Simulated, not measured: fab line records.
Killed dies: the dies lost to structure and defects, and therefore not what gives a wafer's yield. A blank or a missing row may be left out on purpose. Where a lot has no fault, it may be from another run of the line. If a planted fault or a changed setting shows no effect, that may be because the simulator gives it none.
Which tool was responsible? / flow nand-harc / 7 lots (21 wafers sampled), 1 step of a 1302-step route

## WHAT EACH GAUGE READ, for each wafer
NHARC_A_CHANNEL_HOLE_D2_INSPECT_40.
lot=L547; measured=day 15 00:17; on=defect-inspect-02; raw-defect-count=409 381 287
lot=L550; measured=day 15 17:47; on=defect-inspect-02; raw-defect-count=307 178 197
lot=L552; measured=day 17 08:50; on=defect-inspect-02; raw-defect-count=247 235 336
lot=L554; measured=day 17 17:13; on=defect-inspect-01; raw-defect-count=352 387 269
lot=L562; measured=day 21 03:52; on=defect-inspect-02; raw-defect-count=263 314 338
lot=L565; measured=day 22 09:19; on=defect-inspect-01; raw-defect-count=262 264 242
lot=L567; measured=day 23 08:34; on=defect-inspect-02; raw-defect-count=369 585 388

## WHAT TOOL EACH LOT RAN ON (gives the tool, then ch and the chambers of the sampled wafers, and finally the start)
The record shows no process step preceding these readings.

## THE ANSWER, worked out from the rows above alone
Rule: usual is defined by the lots themselves. Put in order of their means at a reading, lots are off if they are a third of the lots or fewer, leave a main group of 4 or more, and stand apart from it by a gap of 3 or more times the standard deviation of the main group's means; of several such gaps the widest counts. Not used: any main group whose means are identical at the precision the tables above print for the reading. Also off: a lot with no number at a reading for which 4 or more lots have one. Where the step has rows for the other lots, those lots are counted as sound.
No lot is off on any of the readings shown, so nothing can be concluded from this.

## WHAT HAD BEEN PUT IN BY THE SIMULATOR
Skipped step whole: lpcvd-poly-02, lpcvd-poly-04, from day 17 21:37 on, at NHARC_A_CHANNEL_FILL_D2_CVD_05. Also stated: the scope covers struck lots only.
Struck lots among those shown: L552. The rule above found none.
